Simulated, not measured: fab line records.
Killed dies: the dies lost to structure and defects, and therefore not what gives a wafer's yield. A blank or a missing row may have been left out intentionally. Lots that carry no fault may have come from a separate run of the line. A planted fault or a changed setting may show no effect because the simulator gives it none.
fab line records -- flow nandHarc
[record] lots = 6, wafers = 18, lastDay = 29
route steps=1302 shown A_STAIRCASE@841 END@1302
lots with no fault: from the same line, run without faults
startH: start of the lot's first displayed wafer, in hours after the record's first day -- waitH: time in hours since the lot's previous step -- " the same as in the row above -- L1.1+2: a single row standing in for several wafers -- - value missing, or start not given -- * or withheld: withheld -- < > ~ a bound
route shown NAME@n: NAME is a module with steps in the file, n the number in the route of the first one -- usual: mean/standard deviation of fault-free wafers -- same: alike in all rows -- chamber/n: place in a boat -- sites: the reading at each site -- _std_site: the values' standard deviation -- _edge_site: mean of outer sites minus mean of inner sites -- radiusMm: how far each site lies from the wafer's centre -- mask NAME#n: copy n -- behind: the last tool/chamber to shape the wafer -- hold: what put the lot on hold/how long, in hours/how the hold closed -- device: whichever transistor did not switch (one of n, p or np) -- end of line: at the end of the route, the tests of the same wafers -- step lacking rows: just its recipe -- killed: count of dies lost to structure and defects at first sort (not the wafer's yield) -- map: a wafer's dies, marking killed ones x, the rest . and places with no die _
set.NAME: the setting as run; set.NAME@STEP: as run at that earlier step -- model.NAME: the simulator's own value behind a step, which no gauge read
lots seen at some steps along the route; tables by step, rows by wafer
services: from which hour (startH, from the record's first day; less than 0 if before it) a tool's chamber was out of use, for how many hours, and why
[[steps]]
[step NHARC_A_STAIRCASE_ALD_415]
[recipe] targetThkA = 300, pulseTimeS = 6, aldCycles = 300, tempC = 300, material = SiO2
[step NHARC_A_STAIRCASE_ETCHBACK_416]
[recipe] targetDepthA = 360, timeS = 7.2, c4f8FlowSccm = withheld, o2FlowSccm = 8, arFlowSccm = withheld, rfW = 600, biasW = 800, chemistry = C4F8/O2/Ar
[step NHARC_A_STAIRCASE_STRIP_476]
[recipe] timeS = 20, o2FlowSccm = 500, arFlowSccm = 0, biasW = 0, chemistry = O2
[usual] drypumpMotorCurrentA = 5.64/0.29, oesProductAu = 1.002/0.0077, rfVppV = 57.7/0.88, showerheadPlenumPTorr = 3.53/0.16, throttleValvePct = 17.036/0.008
[same] timeS = 20
lot.wafer,tool,chamber,startH,waitH,drypumpMotorCurrentA,oesProductAu,rfHoursCounterH,rfVppV,showerheadPlenumPTorr,throttleValvePct
L448.4,rieDiel-11,3,388.40,0.1,5.73,1.009,37,57.6,3.66,17.032
L448.1,rieDiel-11,0,388.40,0.1,5.36,1.007,32,56.7,3.31,17.030
L448.6,rieDiel-11,3,388.40,0.1,5.73,1.014,-,58.2,3.66,17.036
L449.3,rieDiel-04,3,410.90,0.1,4.99,1.008,15,57.0,3.46,17.040
L449.5,rieDiel-04,2,410.90,0.1,5.98,1.001,-,58.4,3.60,17.038
L449.6,rieDiel-04,3,410.90,0.1,5.01,0.996,-,57.0,3.46,17.025
L451.4,rieDiel-04,1,411.96,0.3,5.70,0.991,15,58.0,3.62,17.028
L451.3,rieDiel-04,3,411.96,0.3,4.96,0.992,16,58.6,3.46,17.026
L451.6,rieDiel-04,1,411.96,0.3,5.71,0.984,-,56.8,3.62,17.034
L454.4,rieDiel-04,1,455.57,0.1,5.74,0.995,29,58.3,3.62,17.044
L454.3,rieDiel-04,2,455.57,0.1,5.97,0.994,28,57.3,3.59,17.040
L454.1,rieDiel-04,3,455.57,0.1,4.98,1.004,27,57.2,3.46,17.028
L460.2,rieDiel-11,1,503.71,0.1,5.73,1.005,19,58.0,3.40,17.032
L460.4,rieDiel-11,3,503.71,0.1,5.72,1.008,20,58.2,3.64,17.028
L460.6,rieDiel-11,1,503.71,0.1,5.74,1.022,-,56.2,3.40,17.038
L463.2,rieDiel-02,2,533.34,0.1,6.03,0.995,48,58.8,3.40,17.032
L463.5,rieDiel-02,2,533.34,0.1,6.03,0.994,-,56.6,3.40,17.040
L463.6,rieDiel-02,0,533.34,0.1,5.63,1.006,-,57.4,3.29,17.043
[step NHARC_A_STAIRCASE_DEP_417]
[recipe] targetThkA = 600, stepCoveragePct = 20, tempC = 400, targetThkNm = 60, flowSccm = 200, rfW = 450, material = Si3N4
[step NHARC_A_STAIRCASE_WET_418]
[recipe] tempC = 160, targetDepthA = 200, chemistry = H3PO4
[step NHARC_A_STAIRCASE_PRECLEAN_419]
[recipe] timeS = *, tempC = 50, bathAgeMin = 0, chemistry = SC1
[step NHARC_A_STAIRCASE_SRD_421]
[step NHARC_A_STAIRCASE_ALD_420]
[recipe] targetThkA = 200, pulseTimeS = 6, aldCycles = 200, tempC = 300, material = SiO2
[step NHARC_A_STAIRCASE_CVD_552]
[recipe] targetThkA = 400, tempC = 700, pressureMtorr = 300, material = SiNx
[step NHARC_A_STAIRCASE_DEP_151]
[recipe] targetThkA = 72000, tempC = 400, targetThkNm = 7200, teosFlowSccm = 200, rfW = 500, material = SiO2
[step NHARC_A_STAIRCASE_ANNEAL_320]
[recipe] tempC = 750, timeS = 1800
[step NHARC_A_STAIRCASE_DEP_322]
[recipe] targetThkA = 72000, tempC = 400, targetThkNm = 7200, teosFlowSccm = 200, rfW = 500, material = SiO2
[usual] heaterPowerW = 657/83
lot.wafer,tool,chamber,startH,waitH,heaterPowerW
L448.1,pecvd-01,1,412.37,0.3,829
L448.6,pecvd-01,0,412.37,0.3,612
L448.4,pecvd-01,1,412.37,0.3,683
L451.3,pecvd-02,0,430.41,0.3,483
L451.6,pecvd-02,1,430.41,0.3,591
L451.4,pecvd-02,2,430.41,0.3,677
L449.3,pecvd-04,2,430.68,0.5,603
L449.5,pecvd-04,0,430.68,0.5,639
L449.6,pecvd-04,1,430.68,0.5,637
L454.1,pecvd-01,1,474.98,0.1,779
L454.3,pecvd-01,2,474.98,0.1,599
L454.4,pecvd-01,0,474.98,0.1,609
L460.2,pecvd-04,2,519.51,0.2,611
L460.4,pecvd-04,2,519.51,0.2,568
L460.6,pecvd-04,0,519.51,0.2,566
L463.2,pecvd-04,0,552.54,0.3,697
L463.5,pecvd-04,2,552.54,0.3,565
L463.6,pecvd-04,0,552.54,0.3,550
[step NHARC_A_STAIRCASE_ANNEAL_323]
[recipe] tempC = 750, timeS = 1800
[step NHARC_A_STAIRCASE_DEP_325]
[recipe] targetThkA = 72000, tempC = 400, targetThkNm = 7200, teosFlowSccm = 200, rfW = 500, material = SiO2
[usual] heaterPowerW = 650/82
lot.wafer,tool,chamber,startH,waitH,heaterPowerW
L448.1,pecvd-04,1,423.20,0.3,746
L448.4,pecvd-04,0,423.20,0.3,624
L448.6,pecvd-04,1,423.20,0.3,647
L449.3,pecvd-01,1,438.08,0.2,844
L449.6,pecvd-01,1,438.08,0.2,667
L449.5,pecvd-01,2,438.08,0.2,606
L451.3,pecvd-04,1,438.17,0.3,769
L451.4,pecvd-04,2,438.17,0.3,557
L451.6,pecvd-04,1,438.17,0.3,645
L454.3,pecvd-04,0,484.39,0.2,670
L454.1,pecvd-04,1,484.39,0.2,735
L454.4,pecvd-04,0,484.39,0.2,570
L460.2,pecvd-02,1,529.25,0.3,719
L460.4,pecvd-02,2,529.25,0.3,672
L460.6,pecvd-02,1,529.25,0.3,590
L463.2,pecvd-04,1,560.56,0.5,776
L463.5,pecvd-04,2,560.56,0.5,565
L463.6,pecvd-04,0,560.56,0.5,569
[step NHARC_A_STAIRCASE_ANNEAL_326]
[recipe] tempC = 750, timeS = 1800
[step NHARC_A_STAIRCASE_DEHYDRATE_433]
[recipe] tempC = 150, timeS = 120
[step NHARC_A_STAIRCASE_HMDS_434]
[recipe] timeS = 30
[step NHARC_A_STAIRCASE_COAT_435]
[recipe] spinRpm = 1200
[step NHARC_A_STAIRCASE_SOFTBAKE_436]
[recipe] tempC = 135, timeS = 170
[step NHARC_A_STAIRCASE_EBR_437]
[step NHARC_A_STAIRCASE_EXPOSE_438]
[recipe] na = 0.5, doseMj = 28.97, maskId = STAIR_REV
[step NHARC_A_STAIRCASE_PEB_439]
[recipe] pebTempC = 115, pebTimeS = 130
[step NHARC_A_STAIRCASE_DEVELOP_440]
[recipe] timeS = 140
[step NHARC_A_STAIRCASE_HARDBAKE_442]
[recipe] tempC = 120, timeS = 140
[step NHARC_A_STAIRCASE_DESCUM_443]
[recipe] timeS = 3, o2FlowSccm = 200, arFlowSccm = 0, biasPowerW = 0, chemistry = O2
[usual] drypumpMotorCurrentA = 5.64/0.29, oesProductAu = 1.003/0.0068, rfVppV = 57.8/0.94, showerheadPlenumPTorr = 1.91/0.091, throttleValvePct = 11.311/0.0078
[same] biasPowerW = 0, timeS = 3
lot.wafer,tool,chamber,startH,waitH,drypumpMotorCurrentA,oesProductAu,rfHoursCounterH,rfVppV,showerheadPlenumPTorr,throttleValvePct
L448.1,rieDiel-02,0,431.64,-,5.58,1.010,6,56.6,1.79,11.307
L448.4,rieDiel-02,2,431.64,-,6.01,1.003,9,57.4,1.85,11.319
L448.6,rieDiel-02,0,431.64,-,5.61,1.000,-,58.0,1.79,11.319
L449.3,rieDiel-11,2,448.47,-,5.78,0.998,0,59.7,2.08,11.304
L449.6,rieDiel-11,2,448.47,-,5.78,0.994,-,59.1,2.08,11.317
L449.5,rieDiel-11,3,448.47,-,5.72,1.006,-,57.9,1.98,11.303
L451.4,rieDiel-02,0,448.89,-,5.65,0.998,12,57.3,1.78,11.314
L451.3,rieDiel-02,3,448.89,-,5.23,0.994,13,58.3,1.95,11.307
L451.6,rieDiel-02,0,448.89,-,5.68,1.003,-,56.8,1.78,11.310
L454.3,rieDiel-04,3,494.21,-,4.99,1.011,41,57.3,1.87,11.314
L454.1,rieDiel-04,0,494.21,-,5.62,1.015,42,57.6,1.98,11.319
L454.4,rieDiel-04,1,494.21,-,5.70,1.000,44,57.7,1.96,11.312
L460.2,rieDiel-02,0,537.50,-,5.59,1.009,39,55.3,1.78,11.315
L460.6,rieDiel-02,2,537.50,-,6.03,0.986,-,56.6,1.84,11.306
L460.4,rieDiel-02,0,537.50,-,5.60,1.012,-,58.4,1.78,11.327
L463.2,rieDiel-11,1,570.08,-,5.74,1.011,40,57.4,1.83,11.310
L463.5,rieDiel-11,2,570.08,-,5.79,1.000,-,58.5,2.06,11.310
L463.6,rieDiel-11,3,570.08,-,5.72,1.001,-,58.0,1.97,11.296
[step NHARC_A_STAIRCASE_ETCH_444]
[recipe] targetDepthA = 2.04e+05, timeS = 6800, c4f8FlowSccm = 20, o2FlowSccm = 10, arFlowSccm = withheld, rfW = 600, biasW = 1000, chemistry = C4F8/O2
[step NHARC_A_STAIRCASE_STRIP_446]
[recipe] powerW = 1500, tempC = 250, chemistry = O2
[usual] drypumpMotorCurrentA = 5.7/0.36, heaterPowerW = 326/15
lot.wafer,tool,chamber,startH,waitH,drypumpMotorCurrentA,heaterPowerW,rfHoursCounterH
L448.1,plasmaAsher-01,1,436.15,0.1,5.8,338,16
L448.4,plasmaAsher-01,0,436.15,0.1,6.0,322,-
L448.6,plasmaAsher-01,0,436.15,0.1,6.0,313,-
L449.3,plasmaAsher-01,1,453.08,0.2,5.8,337,-
L449.5,plasmaAsher-01,0,453.08,0.2,6.0,309,-
L449.6,plasmaAsher-01,1,453.08,0.2,5.8,343,-
L451.4,plasmaAsher-01,1,453.65,0.1,5.8,333,-
L451.3,plasmaAsher-01,0,453.65,0.1,5.9,308,-
L451.6,plasmaAsher-01,0,453.65,0.1,5.9,309,-
L454.1,plasmaAsher-01,0,498.96,0.3,6.0,311,30
L454.4,plasmaAsher-01,1,498.96,0.3,5.8,342,-
L454.3,plasmaAsher-01,0,498.96,0.3,5.9,307,-
L460.2,plasmaAsher-01,1,542.86,0.0,5.8,331,2
L460.4,plasmaAsher-01,0,542.86,0.0,6.0,308,-
L460.6,plasmaAsher-01,1,542.86,0.0,5.8,330,-
L463.2,plasmaAsher-01,1,574.60,0.1,5.8,325,9
L463.6,plasmaAsher-01,0,574.60,0.1,5.9,303,-
L463.5,plasmaAsher-01,1,574.60,0.1,5.8,321,-
[step NHARC_A_STAIRCASE_STRIP_447]
[recipe] timeS = 900, tempC = 130, chemistry = SPM
[step NHARC_A_STAIRCASE_PRECLEAN_448]
[recipe] timeS = *, tempC = 50, bathAgeMin = 0, chemistry = SC1
[step NHARC_A_STAIRCASE_SRD_449]
[step NHARC_A_STAIRCASE_CMP_450]
[recipe] targetThkNm = 200, material = SiO2
[step NHARC_A_STAIRCASE_CMP_152]
[step NHARC_A_STAIRCASE_SRD_154]
[step NHARC_A_STAIRCASE_ETCH_403]
[recipe] targetDepthA = 1082, chemistry = dHF, material = SiO2
[step NHARC_A_STAIRCASE_ETCHBACK_422]
[recipe] targetDepthA = 400, overEtchFrac = 0.3, timeS = 74.286, ionEnergyEv = 120, ch3fFlowSccm = 50, o2FlowSccm = 30, arFlowSccm = 200, rfW = 500, biasW = 100, chemistry = CH3F/O2
[usual] drypumpMotorCurrentA = 5.6/0.32, oesProductAu = 0.97/0.037, rfVppV = 244.4/1.6, showerheadPlenumPTorr = 2.47/0.11, throttleValvePct = 20.661/0.0093
[same] timeS = 74.286
lot.wafer,tool,chamber,startH,waitH,drypumpMotorCurrentA,oesProductAu,rfHoursCounterH,rfVppV,showerheadPlenumPTorr,throttleValvePct
L448.1,rieDiel-02,3,437.46,0.2,5.2,1.00,11,245.5,2.51,20.665
L448.4,rieDiel-02,0,437.46,0.2,5.6,1.00,11,242.2,2.30,20.667
L448.6,rieDiel-02,1,437.46,0.2,5.8,1.00,-,245.5,2.61,20.655
L449.3,rieDiel-04,0,454.29,0.2,5.6,0.93,28,246.0,2.54,20.673
L449.5,rieDiel-04,2,454.29,0.2,5.9,0.92,-,244.1,2.50,20.666
L449.6,rieDiel-04,3,454.29,0.2,5.0,0.92,-,242.0,2.41,20.659
L451.3,rieDiel-04,1,454.91,0.2,5.7,0.93,29,245.4,2.52,20.651
L451.4,rieDiel-04,2,454.91,0.2,6.0,0.93,28,244.9,2.51,20.648
L451.6,rieDiel-04,3,454.91,0.2,5.0,0.92,-,243.7,2.41,20.640
L454.3,rieDiel-11,0,500.27,0.2,5.3,1.01,22,243.5,2.29,20.662
L454.1,rieDiel-11,1,500.27,0.2,5.8,1.00,18,243.4,2.37,20.645
L454.4,rieDiel-11,3,500.27,0.2,5.7,1.00,-,244.6,2.54,20.672
L460.4,rieDiel-02,0,544.22,0.2,5.7,1.00,43,241.9,2.29,20.656
L460.2,rieDiel-02,2,544.22,0.2,6.0,1.00,52,243.8,2.36,20.658
L460.6,rieDiel-02,0,544.22,0.2,5.6,1.00,-,241.2,2.29,20.659
L463.2,rieDiel-04,2,575.88,0.1,5.9,1.01,11,244.4,2.49,20.665
L463.5,rieDiel-04,2,575.88,0.1,5.9,1.00,-,244.8,2.49,20.659
L463.6,rieDiel-04,3,575.88,0.1,5.0,1.00,-,242.9,2.39,20.663
[step NHARC_A_STAIRCASE_ETCH_423]
[recipe] targetDepthA = 300, chemistry = dHF, material = SiO2
[step NHARC_END_SORT_01]
[recipe] tempC = 25
[usual] killedAtArray = 62/16, killedAtOther = 0.8/1.1, killedAtPeriphery = 4/3.2, killedDies = 67/16, killedOpen = 3.5/1.9, killedShort = 2.1/1.5
[same] grossDies = 677
lot.wafer,tool,chamber,startH,waitH,hold,killedAtArray,killedAtOther,killedAtPeriphery,killedDies,killedOpen,killedShort
L451.3,prober-02,0,584.43,3.1,-,75,0,9,84,4,2
L451.4,prober-02,0,585.24,3.4,-,68,0,13,81,6,2
L451.6,prober-02,0,586.86,4.1,-,49,0,15,64,4,2
L460.2,prober-02,0,673.02,2.8,awaitDispo/8.6h/release,198,0,3,201,5,1
L460.4,prober-02,0,674.62,3.4,awaitDispo/8.6h/release,180,0,3,183,4,4
L460.6,prober-02,0,676.22,4.0,awaitDispo/8.6h/release,56,0,3,59,1,2
L463.2,prober-02,0,698.81,2.8,awaitDispo/2.3h/release,152,0,4,156,3,3
L463.5,prober-02,0,701.17,3.6,awaitDispo/2.3h/release,55,0,2,57,4,0
L463.6,prober-02,0,701.96,3.9,awaitDispo/2.3h/release,67,0,5,72,5,2
// killed by level:class
L451.3 A_CHANNEL_HOLE_D2:chamberFilmFlake=32 A_CHANNEL_HOLE_D1:chamberFilmFlake=29 P_GATE:chamberFilmFlake=5 A_CONTACT:chamberFilmFlake=3 A_CHANNEL_FILL_D1:chamberFilmFlake=3 A_CHANNEL_FILL_D2:geometricParticle:open=2 P_M1:chamberFilmFlake=2 A_WL_FILL:chamberFilmFlake=2
L451.4 A_CHANNEL_HOLE_D1:chamberFilmFlake=31 A_CHANNEL_HOLE_D2:chamberFilmFlake=25 P_STI:chamberFilmFlake=7 P_GATE:chamberFilmFlake=4 A_CONTACT:chamberFilmFlake=3 A_CHANNEL_FILL_D2:geometricParticle:open=2 A_ONON_D1:geometricParticle:open=1 A_ONON_D2:geometricParticle:open=1
L451.6 A_CHANNEL_HOLE_D1:chamberFilmFlake=25 A_CHANNEL_HOLE_D2:chamberFilmFlake=17 P_GATE:chamberFilmFlake=7 P_STI:chamberFilmFlake=4 P_CONTACT:geometricParticle:open=3 A_STAIRCASE:chamberFilmFlake=2 P_STI:geometricParticle:short=1 A_CHANNEL_FILL_D1:geometricParticle:short=1
L460.2 A_STAIRCASE:areaDep=142 A_SLIT:chamberFilmFlake=30 A_CHANNEL_HOLE_D2:chamberFilmFlake=16 A_CHANNEL_HOLE_D1:chamberFilmFlake=4 P_M0:geometricParticle:open=1 A_CHANNEL_HOLE_D1:geometricParticle:open=1 A_CHANNEL_FILL_D1:geometricParticle:short=1 A_ONON_D2:geometricParticle:open=1
L460.4 A_STAIRCASE:areaDep=111 A_SLIT:chamberFilmFlake=33 A_CHANNEL_HOLE_D2:chamberFilmFlake=23 A_CHANNEL_HOLE_D1:chamberFilmFlake=4 A_ONON_D2:geometricParticle:short=2 P_M0:geometricParticle:short=1 P_M0:geometricParticle:open=1 A_SOURCE_PLATE:geometricParticle:open=1
L460.6 A_SLIT:chamberFilmFlake=32 A_CHANNEL_HOLE_D2:chamberFilmFlake=16 A_CHANNEL_HOLE_D1:chamberFilmFlake=4 P_M0:geometricParticle:open=1 P_M1:geometricParticle:short=1 A_WL_FILL:geometricParticle:short=1 P_GATE:chamberFilmFlake=1 A_STAIRCASE:chamberFilmFlake=1
L463.2 A_STAIRCASE:areaDep=106 A_CHANNEL_HOLE_D1:chamberFilmFlake=26 A_SLIT:chamberFilmFlake=4 A_CONTACT:chamberFilmFlake=4 P_GATE:chamberFilmFlake=3 A_ONON_D2:geometricParticle:short=2 A_DECK1_JOINT:chamberFilmFlake=2 A_STAIRCASE:chamberFilmFlake=2
L463.5 A_CHANNEL_HOLE_D1:chamberFilmFlake=37 A_CONTACT:chamberFilmFlake=5 A_SLIT:chamberFilmFlake=3 P_GATE:chamberFilmFlake=2 A_CHANNEL_FILL_D1:chamberFilmFlake=2 A_STAIRCASE:chamberFilmFlake=2 A_WL_FILL:chamberFilmFlake=2 A_ONON_D2:geometricParticle:open=1
L463.6 A_CHANNEL_HOLE_D1:chamberFilmFlake=42 A_CONTACT:chamberFilmFlake=10 A_SLIT:chamberFilmFlake=4 A_STAIRCASE:chamberFilmFlake=3 A_DECK1_JOINT:chamberFilmFlake=2 P_GATE:geometricParticle:open=1 P_M0:geometricParticle:open=1 P_M0:geometricParticle:short=1
// map L460.2 (x killed, . not)
____________x____________
_________xxxxxxx_________
_______xxxx..xxxxx_______
______xx.xx..xx.xxx______
_____xx.xx....x..xx._____
____xx.xxx.xx.xxxxxxx____
____x..x.xxx.x.......____
___xx.x.xx.x..x.xxx.x.___
___.....x.xx......x..x___
__...x.xx.xxx......xxxx__
__xxx.xxxxx.........xxx__
_......xxx....x.....xxxx_
_........x.........xx.xx_
_xx....x..x........xxxxx_
_..................x..xx_
_x...................xx._
......................xxx
.....................xxxx
.....................x.xx
.x............x......xxxx
................x.....x.x
_..x...................x_
_x.............x.....xxx_
_.....................xx_
_.....................xx_
_...................xx.x_
__.x..................x__
__.x.........x.xxxx..xx__
___............xx...x.___
___x.x..........xx..x.___
____......x...x.xx.xx____
____.x.x.x...x.xxx..x____
_____.x......xxxxx.._____
______........xx.x.______
_______x.xxx.x.xxx_______
_________......x_________
____________.____________
// map L463.2 (x killed, . not)
____________.____________
_________...x..._________
_______.......x..._______
______.xx.x...x..x.______
_____.xx.........x.._____
____..........x.....x____
____..x..............____
___x..................___
___x.......x.xx....x..___
__x........x..xx.....xx__
__..xx...x..x.xxx....xx__
_...........xx..xx..x..x_
_...........xxxxx......._
_.....x.....x.xx........_
_x.........xx.xxx......._
_.....x....x..xx...x.xx._
xxx.........xx..........x
xx.........x...........xx
xxx........x...........xx
x.x.....x.....x........x.
x.....x................xx
_......................._
_....x..............x..x_
_...x...x...........xxxx_
_x....x................x_
_.x........x............_
__...x.........x.......__
__....x..x.........x.xx__
___x..x.........x.....___
___xx.........x.x.x...___
____xxx.....x.xxx...x____
____xx.xx.xxxx.xxxx.x____
_____xx.x..x...x..x._____
______.xx......x.xx______
_______xx....xx..x_______
_________x.....x_________
____________.____________
[[services]]
tool,chamber,startH,hours,kind
pecvd-02,-,388.33,2.9,repair
rieDiel-04,0,388.48,-,clean
rieDiel-04,1,388.48,-,clean
rieDiel-04,2,388.48,-,clean
rieDiel-04,3,388.48,-,clean
rieDiel-02,-,393.85,9.0,pm
pecvd-02,-,408.04,13.0,pm
plasmaAsher-01,-,410.49,3.3,repair
rieDiel-04,0,412.99,-,clean
pecvd-01,-,434.87,0.8,repair
rieDiel-11,-,435.05,9.0,pm
pecvd-04,-,451.47,13.0,pm
rieDiel-11,3,472.03,2.5,repair
rieDiel-11,2,475.80,1.7,repair
rieDiel-11,1,479.93,1.9,repair
pecvd-01,-,492.83,13.0,pm
rieDiel-11,2,499.34,4.3,repair
pecvd-02,2,503.27,3.4,repair
plasmaAsher-01,-,519.26,9.0,pm
rieDiel-02,0,528.43,4.4,repair
rieDiel-04,-,531.90,9.0,pm
rieDiel-02,0,548.83,3.4,repair
pecvd-02,0,555.87,21.5,repair
rieDiel-02,-,573.09,9.0,pm
[[key]]
[firstSign] step = NHARC_END_SORT_01, reading = killedAtArray, direction = up, sigmas = 7, usual = 62, struck = 177
[effect] step = NHARC_END_SORT_01, reading = killedDies, direction = up, sigmas = 6.9, usual = 67, struck = 180
[moreKillsBornAt] NHARC_A_STAIRCASE_DEP_322@pecvd-04 = 359
metAt NHARC_A_STAIRCASE_DEP_322
struckWafers L460.2,L460.4,L463.2
testerLeftOut L460,L463
onsetBetween 430.68 519.51
[fault] kind = processParameterDrift, tool = pecvd-04, chamber = -, onsetH = 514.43, steps = NHARC_A_STAIRCASE_DEP_322, channel = targetThkA, offset = *, shape = step, endH = 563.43, scope = struckWafersOnly, actsIn = *, stated = *
// testerLeftOut: of these lots the tester's yield and bins aren't shown, on N5 and GAA mostly nor the transistor test; their killed dies are dies lost to structure and defects alone, not to doping, threshold or leakage, so they don't give the yield
